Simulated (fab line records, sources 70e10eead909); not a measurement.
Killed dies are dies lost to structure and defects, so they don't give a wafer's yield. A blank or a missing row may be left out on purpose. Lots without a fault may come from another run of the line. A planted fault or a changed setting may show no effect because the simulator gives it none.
fab line records | flow nand_harc
record lots=12 wafers=36 last_day=22
route steps=1159 shown A_STAIRCASE@666 END@1159
lots that met no fault: from a run of the same line without faults
start_h: hours from the record's first day to the start of the lot's first wafer shown | wait_h: hours since the lot's step before | " the same as in the row above | L1.1+2: a row that stands for several wafers | - no value, or no start given | * or withheld: withheld | < > ~ a bound
route shown NAME@n: a module of which the file shows steps, and the number in the route of the first | usual: mean/standard deviation of fault-free wafers | same: alike in all rows | chamber/n: place in a boat | sites: the reading at each site | _std_site: their standard deviation | _edge_site: outer sites' mean less inner sites' | radius_mm: how far each site lies from the wafer's centre | mask NAME#n: copy n | behind: the tool/chamber that last shaped the wafer | hold: why the lot was held/for how many hours/how that ended | device: the transistor (n, p or np) that didn't switch | end of line: the same wafers' tests at the end of the route | a step without rows: its recipe alone | killed: dies lost to structure and defects at the first sort, not the wafer's yield | map: a wafer's dies, x killed, . not, _ none there
set.NAME: the setting as run; set.NAME@STEP: as run at that earlier step | model.NAME: the simulator's own value behind a step, which no gauge read
steps of the route over a sample of lots; a table a step, a row a wafer
services: from which hour (start_h, from the record's first day; less than 0 if before it) a tool's chamber was out of use, for how many hours, and why
## steps
# step NHARC_A_STAIRCASE_HM_OPEN_460
# recipe o2_flow_sccm=400 cos_flow_sccm=20 ar_flow_sccm=0 rf_w=500 bias_w=300 chemistry=O2/COS
# usual cos_flow_sccm=20.00/0.061 drypump_motor_current_A=5.7/0.42 oes_product_au=1.005/0.0095 rf_vpp_V=468.0/2.1 showerhead_plenum_p_Torr=3.17/0.096 throttle_valve_pct=28.330/0.0095
# columns lot.wafer tool chamber start_h wait_h cos_flow_sccm drypump_motor_current_A oes_product_au rf_hours_counter_h rf_vpp_V showerhead_plenum_p_Torr throttle_valve_pct
L233.4 rie_diel-04 2 - - 19.93 5.6 1.010 46 470.2 3.26 28.336
L233.6 " 2 " " 19.85 5.6 1.015 - 469.1 3.26 28.328
L233.5 " 3 " " 20.17 6.1 1.005 - 468.3 3.11 28.331
L231.4 rie_diel-04 3 - - 20.09 6.1 1.023 50 466.1 3.11 28.316
L231.2 " 1 " " 20.04 5.2 1.003 48 471.6 3.26 28.334
L231.6 " 3 " " 20.00 6.0 1.023 - 466.6 3.11 28.306
L232.2 rie_diel-11 3 - - 20.13 5.0 0.989 22 468.4 3.09 28.323
L232.1 " 0 " " 20.10 6.0 1.003 24 468.0 3.12 28.342
L232.6 " 0 " " 20.14 6.0 1.009 - 468.4 3.12 28.320
L234.3 rie_diel-04 3 - - 20.02 6.1 1.007 59 464.7 3.10 28.329
L234.1 " 0 " " 20.00 5.8 1.000 59 468.9 3.23 28.330
L234.5 " 2 " " 20.00 5.7 1.005 - 469.8 3.25 28.325
L235.2 rie_diel-04 1 - - 19.94 5.2 1.010 57 469.6 3.26 28.341
L235.4 " 0 " " 20.02 5.8 1.006 59 470.1 3.23 28.344
L235.5 " 1 " " 20.02 5.2 0.995 - 469.8 3.26 28.335
L236.4 rie_diel-09 0 - - 20.04 5.5 1.008 8 469.6 3.27 28.345
L236.5 " 2 " " 20.03 5.3 1.006 - 466.6 3.15 28.339
L236.6 " 3 " " 20.04 5.7 1.004 - 465.3 3.02 28.327
L240.1 rie_diel-11 3 - - 19.94 5.0 1.008 43 464.4 3.08 28.307
L240.3 " 0 " " 19.98 6.0 1.012 43 467.0 3.11 28.326
L240.2 " 1 " " 19.97 5.3 1.010 43 464.2 2.96 28.335
L242.2 rie_diel-11 1 - - 20.03 5.4 1.013 45 464.4 2.96 28.324
L242.1 " 3 " " 20.00 5.0 1.023 45 466.3 3.08 28.330
L242.5 " 2 " " 20.03 6.0 1.011 - 469.1 3.21 28.332
L243.4 rie_diel-09 3 - - 20.00 5.7 1.008 23 466.3 3.01 28.324
L243.3 " 0 " " 19.99 5.5 1.016 25 470.5 3.26 28.309
L243.5 " 3 " " 19.99 5.7 1.009 - 466.6 3.01 28.345
L244.2 rie_diel-04 1 - - 20.03 5.2 1.022 8 470.9 3.25 28.337
L244.1 " 2 " " 20.01 5.6 1.012 10 470.9 3.25 28.309
L244.6 " 2 " " 19.97 5.6 1.018 - 469.7 3.24 28.339
L246.1 rie_diel-09 2 - - 20.01 5.4 0.998 27 467.0 3.14 28.315
L246.4 " 3 " " 19.99 5.7 1.008 29 464.3 3.01 28.328
L246.5 " 0 " " 20.08 5.5 1.004 - 468.7 3.26 28.331
L247.1 rie_diel-09 1 - - 19.95 6.7 0.991 29 469.5 3.25 28.339
L247.5 " 2 " " 19.98 5.4 1.000 - 467.6 3.14 28.341
L247.6 " 3 " " 19.97 5.8 1.015 - 464.8 3.01 28.326
# step NHARC_A_STAIRCASE_ALD_415
# recipe target_thk_a=300 pulse_time_s=6 ald_cycles=300 temp_c=300 material=SiO2
# usual ald_cycles=300/0 heater_power_w=459/46 precursor_pulse_height_rel=1.001/0.022
# columns lot.wafer tool chamber start_h wait_h ald_cycles heater_power_w precursor_pulse_height_rel
L233.4 ald_hk-02 1 260.93 0.5 300 474 1.030
L233.6 " 3 " " 300 523 0.972
L233.5 " 0 " " 300 494 1.029
L231.2 ald_hk-02 0 262.01 0.1 300 473 1.000
L231.4 " 1 " " 300 481 0.994
L231.6 " 0 " " 300 493 0.986
L232.1 ald_hk-04 1 273.24 0.1 300 417 1.032
L232.2 " 0 " " 300 503 1.015
L232.6 " 2 " " 300 417 0.954
L234.1 ald_hk-04 2 280.45 0.1 300 420 0.972
L234.3 " 3 " " 300 383 0.974
L234.5 " 2 " " 300 424 1.014
L235.2 ald_hk-04 2 282.06 1.4 300 398 0.943
L235.4 " 0 " " 300 491 0.968
L235.5 " 2 " " 300 417 0.990
L236.4 ald_hk-04 0 291.71 0.1 300 496 0.987
L236.5 " 0 " " 300 496 1.001
L236.6 " 1 " " 300 432 1.015
L240.3 ald_hk-04 2 319.60 0.1 300 417 0.975
L240.2 " 3 " " 300 379 1.002
L240.1 " 0 " " 300 499 1.014
L242.2 ald_hk-02 1 327.79 0.3 300 499 1.028
L242.1 " 2 " " 300 450 1.004
L242.5 " 1 " " 300 501 1.013
L243.4 ald_hk-02 0 329.72 0.5 377 493 1.042
L243.3 " 1 " " 300 492 0.998
L243.5 " 2 " " 300 437 0.999
L244.1 ald_hk-02 2 331.11 1.6 377 439 0.950
L244.2 " 3 " " 300 509 0.954
L244.6 " 0 " " 300 478 1.021
L246.4 ald_hk-04 1 353.67 0.3 300 426 1.008
L246.1 " 3 " " 300 379 0.972
L246.5 " 0 " " 300 500 0.995
L247.1 ald_hk-02 0 355.87 0.8 377 488 1.027
L247.6 " 1 " " 300 511 0.996
L247.5 " 2 " " 300 438 0.985
# step NHARC_A_STAIRCASE_STRIP_476
# recipe time_s=20 o2_flow_sccm=500 ar_flow_sccm=0 bias_w=0 chemistry=O2
# usual drypump_motor_current_A=5.7/0.45 oes_product_au=1.003/0.0098 rf_vpp_V=57.9/0.82 showerhead_plenum_p_Torr=3.58/0.1 throttle_valve_pct=17.036/0.0093
# columns lot.wafer tool chamber start_h wait_h drypump_motor_current_A oes_product_au rf_hours_counter_h rf_vpp_V showerhead_plenum_p_Torr throttle_valve_pct
L233.4 rie_diel-04 3 262.64 0.1 6.1 1.011 54 57.7 3.51 17.029
L233.5 " 0 " " 5.7 0.993 - 58.8 3.65 17.032
L233.6 " 1 " " 5.2 0.997 - 57.8 3.69 17.036
L231.4 rie_diel-04 3 264.18 0.1 6.1 1.002 54 58.4 3.51 17.034
L231.2 " 2 " " 5.6 1.012 51 58.2 3.68 17.025
L231.6 " 0 " " 5.7 1.002 - 58.9 3.65 17.046
L232.1 rie_diel-11 2 275.39 0.1 6.0 1.005 27 58.2 3.63 17.022
L232.2 " 3 " " 5.0 0.993 27 56.8 3.49 17.048
L232.6 " 3 " " 5.0 1.000 - 57.0 3.49 17.023
L234.1 rie_diel-09 0 282.63 0.1 5.5 1.000 7 59.1 3.70 17.026
L234.3 " 1 " " 6.7 0.969 8 57.7 3.69 17.033
L234.5 " 3 " " 5.8 0.993 - 55.1 3.42 17.042
L235.4 rie_diel-04 3 283.99 0.1 6.1 1.020 62 57.3 3.51 17.038
L235.2 " 0 " " 5.7 0.996 63 57.9 3.65 17.049
L235.5 " 3 " " 6.1 1.021 - 56.7 3.51 17.029
L236.4 rie_diel-09 0 294.37 0.6 5.5 1.006 13 57.5 3.69 17.045
L236.5 " 2 " " 5.4 1.006 - 58.2 3.56 17.039
L236.6 " 3 " " 5.7 1.004 - 58.2 3.41 17.033
L240.2 rie_diel-04 3 321.75 0.1 6.1 1.003 9 57.8 3.50 17.031
L240.1 " 0 " " 5.8 1.010 9 58.6 3.64 17.040
L240.3 " 1 " " 5.2 1.013 8 58.0 3.67 17.046
L242.2 rie_diel-09 3 329.84 0.1 5.7 1.009 25 58.8 3.41 17.036
L242.1 " 0 " " 5.5 1.012 27 59.0 3.69 17.039
L242.5 " 3 " " 5.7 1.011 - 56.8 3.41 17.027
L243.3 rie_diel-09 0 331.42 0.1 5.5 1.013 27 58.3 3.68 17.044
L243.4 " 3 " " 5.8 1.016 26 57.3 3.41 17.032
L243.5 " 0 " " 5.5 1.015 - 57.6 3.68 17.042
L244.1 rie_diel-11 2 332.84 0.1 6.0 1.001 49 56.6 3.62 17.015
L244.2 " 3 " " 5.0 1.013 49 58.7 3.48 17.028
L244.6 " 0 " " 6.0 1.014 - 56.5 3.51 17.048
L246.1 rie_diel-09 1 355.63 0.1 6.7 0.997 32 57.6 3.67 17.036
L246.4 " 3 " " 5.7 1.014 32 57.0 3.40 17.019
L246.5 " 2 " " 5.4 1.008 - 56.9 3.55 17.050
L247.1 rie_diel-04 2 357.36 0.1 5.6 1.011 22 58.3 3.66 17.053
L247.6 " 3 " " 6.1 1.000 - 58.1 3.49 17.038
L247.5 " 0 " " 5.8 1.006 - 57.1 3.63 17.054
# step NHARC_A_STAIRCASE_DEP_417
# recipe target_thk_a=600 step_coverage_pct=20 temp_c=400 target_thk_nm=60 flow_sccm=200 rf_w=450 material=Si3N4
# usual heater_power_w=702/71 showerhead_vpp_V=1333/68
# columns lot.wafer tool chamber start_h wait_h heater_power_w showerhead_vpp_V
L233.4 pecvd-04 0 262.87 - 673 1483
L233.6 " 1 " " 760 1286
L233.5 " 2 " " 652 1325
L231.2 pecvd-04 0 264.36 - 709 1496
L231.4 " 2 " " 673 1315
L231.6 " 0 " " 722 1466
L232.2 pecvd-04 0 275.53 - 719 1467
L232.1 " 1 " " 667 1306
L232.6 " 0 " " 743 1469
L234.1 pecvd-04 1 282.72 - 705 1293
L234.3 " 0 " " 781 1494
L234.5 " 1 " " 703 1282
L235.2 pecvd-04 1 284.08 - 734 1273
L235.5 " 2 " " 566 1316
L235.4 " 0 " " 699 1486
L236.6 pecvd-01 2 294.60 - 751 1315
L236.4 " 0 " " 757 1313
L236.5 " 1 " " 830 1323
L240.1 pecvd-03 2 321.84 - 642 1289
L240.3 " 0 " " 596 1291
L240.2 " 1 " " 751 1393
L242.2 pecvd-04 2 329.97 - 658 1322
L242.1 " 0 " " 736 1474
L242.5 " 1 " " 763 1285
L243.3 pecvd-04 1 331.80 - 759 1302
L243.4 " 2 " " 663 1297
L243.5 " 1 " " 757 1306
L244.2 pecvd-03 1 332.99 - 676 1424
L244.1 " 2 " " 595 1262
L244.6 " 0 " " 676 1320
L246.1 pecvd-03 0 355.77 - 696 1300
L246.4 " 2 " " 558 1280
L246.5 " 0 " " 698 1303
L247.1 pecvd-01 0 357.50 - 700 1271
L247.5 " 0 " " 713 1273
L247.6 " 1 " " 801 1306
# step NHARC_END_SORT_01
# recipe temp_c=25
# usual killed_at_array=27/8.8 killed_at_other=0.4/0.82 killed_at_periphery=3.1/2.1 killed_dies=31/8.8 killed_open=3.3/2 killed_short=2.0/1.4
# same gross_dies=677
# columns lot.wafer tool chamber start_h wait_h killed_at_array killed_at_other killed_at_periphery killed_dies killed_open killed_short
L244.1 prober-02 0 505.39 2.5 670 3 4 677 2 0
L244.2 prober-02 0 506.18 2.8 23 2 2 27 7 1
L244.6 prober-02 0 509.34 3.9 23 5 4 32 3 5
L243.3 prober-01 0 507.37 3.1 27 0 0 27 3 1
L243.4 prober-01 0 508.18 3.4 676 0 1 677 3 2
L243.5 prober-01 0 508.99 3.7 26 0 2 28 2 4
L247.1 prober-01 0 517.07 2.5 671 0 6 677 5 4
L247.5 prober-01 0 520.29 3.7 30 0 4 34 3 1
L247.6 prober-01 0 521.10 4.0 26 0 7 33 3 2
# killed by level:class
L244.1 A_STAIRCASE:area_ald=646 A_SLIT:chamber_film_flake=11 A_CHANNEL_HOLE_D1:chamber_film_flake=7 A_CONTACT:chamber_film_flake=5 THIN_TSV:chamber_film_flake=3 P_GATE:chamber_film_flake=2 P_GATE:geometric_particle:open=1 A_ONON_D1:geometric_particle:open=1
L244.2 A_CHANNEL_HOLE_D1:chamber_film_flake=6 A_SLIT:chamber_film_flake=5 A_CONTACT:chamber_film_flake=5 A_CONTACT:geometric_particle:open=3 THIN_TSV:chamber_film_flake=2 P_M0:geometric_particle:open=1 A_ONON_D1:geometric_particle:open=1 A_CHANNEL_FILL_D1:geometric_particle:short=1
L243.3 A_CHANNEL_HOLE_D1:chamber_film_flake=18 A_CONTACT:chamber_film_flake=4 A_CONTACT:geometric_particle:open=2 A_WL_FILL:geometric_particle:short=1 A_M0:geometric_particle:open=1 A_STAIRCASE:chamber_film_flake=1
L243.4 A_STAIRCASE:area_ald=651 A_CHANNEL_HOLE_D1:chamber_film_flake=17 A_CONTACT:chamber_film_flake=2 A_ONON_D1:geometric_particle:open=1 A_ONON_D1:geometric_particle:short=1 A_CONTACT:geometric_particle:short=1 A_CONTACT:geometric_particle:open=1 A_BLC:geometric_particle:open=1
L243.5 A_CHANNEL_HOLE_D1:chamber_film_flake=17 A_CONTACT:chamber_film_flake=3 P_CONTACT:geometric_particle:short=1 A_ONON_D1:geometric_particle:open=1 A_CHANNEL_FILL_D1:geometric_particle:short=1 A_SGD_CUT:geometric_particle:short=1 A_CONTACT:geometric_particle:open=1 A_M0:geometric_particle:short=1
L244.6 A_SLIT:chamber_film_flake=11 THIN_TSV:chamber_film_flake=5 A_CONTACT:chamber_film_flake=3 A_SOURCE_PLATE:geometric_particle:short=2 P_GATE:chamber_film_flake=2 A_CHANNEL_HOLE_D1:chamber_film_flake=2 P_CONTACT:geometric_particle:open=1 P_M1:geometric_particle:short=1
L247.1 A_STAIRCASE:area_ald=638 A_SLIT:chamber_film_flake=11 A_CONTACT:chamber_film_flake=10 A_CHANNEL_HOLE_D1:chamber_film_flake=6 P_STI:geometric_particle:open=2 A_CHANNEL_FILL_D1:geometric_particle:short=2 P_GATE:chamber_film_flake=2 P_CONTACT:geometric_particle:short=1
L247.5 A_SLIT:chamber_film_flake=11 A_CHANNEL_HOLE_D1:chamber_film_flake=6 A_CONTACT:chamber_film_flake=6 A_STAIRCASE:chamber_film_flake=4 P_GATE:chamber_film_flake=2 A_CONTACT:geometric_particle:open=2 P_CONTACT:geometric_particle:open=1 A_WL_FILL:geometric_particle:short=1
L247.6 A_SLIT:chamber_film_flake=10 A_CONTACT:chamber_film_flake=8 P_GATE:chamber_film_flake=5 A_CHANNEL_HOLE_D1:chamber_film_flake=3 A_WL_FILL:geometric_particle:short=2 P_CONTACT:geometric_particle:open=1 A_CHANNEL_HOLE_D1:geometric_particle:open=1 A_SGD_CUT:geometric_particle:open=1
## services
# columns tool chamber start_h hours kind
pecvd-01 - 237.46 13.0 pm
rie_diel-09 0 238.59 5.8 repair
pecvd-04 0 239.39 10.8 repair
rie_diel-04 0 243.45 - clean
rie_diel-04 1 243.45 - clean
rie_diel-04 2 243.45 - clean
rie_diel-04 3 243.45 - clean
rie_diel-09 - 254.10 9.0 pm
rie_diel-04 0 268.19 - clean
rie_diel-04 1 268.19 - clean
rie_diel-04 2 268.19 - clean
rie_diel-04 3 268.19 - clean
ald_hk-02 - 281.86 10.0 pm
rie_diel-04 1 285.68 14.8 repair
rie_diel-04 - 288.90 9.0 pm
rie_diel-04 0 288.90 9.0 vent_cycle
rie_diel-04 2 288.90 9.0 vent_cycle
rie_diel-04 3 288.90 9.0 vent_cycle
pecvd-03 - 292.37 13.0 pm
rie_diel-04 0 297.90 - clean
rie_diel-09 - 303.60 1.2 repair
rie_diel-11 0 306.40 2.2 repair
pecvd-01 0 328.75 6.2 repair
rie_diel-11 1 352.19 8.8 repair
## key
first_sign step=NHARC_A_STAIRCASE_ALD_415 reading=ald_cycles direction=up sigmas=99+ usual=300 struck=377
effect step=NHARC_END_SORT_01 reading=killed_dies direction=up sigmas=73 usual=31 struck=677
more_kills_born_at NHARC_A_STAIRCASE_ALD_415@ald_hk-02=1935
met_at NHARC_A_STAIRCASE_ALD_415
struck_lots L243,L244,L247
struck_wafers L243.4,L244.1,L247.1
later_rows_left_out L243.4,L244.1,L247.1
tester_left_out L243,L244,L247
not_acting_at NHARC_A_STAIRCASE_HM_OPEN_460,NHARC_A_STAIRCASE_STRIP_476,NHARC_A_STAIRCASE_DEP_417
fault kind=process_parameter_drift tool=ald_hk-02 chamber=- onset_h=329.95 steps=NHARC_A_STAIRCASE_ALD_415 channel=ald_cycles offset=77 shape=step end_h=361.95 scope=struck_wafers_only acts_in=these_recipes_only stated=300
# tester_left_out: of these lots the tester's yield and bins aren't shown, on N5 and GAA mostly nor the transistor test; their killed dies are dies lost to structure and defects alone, not to doping, threshold or leakage, so they don't give the yield
# later_rows_left_out: the simulator's readings of these wafers behind a module that went badly wrong aren't trusted and aren't shown, but for the sort
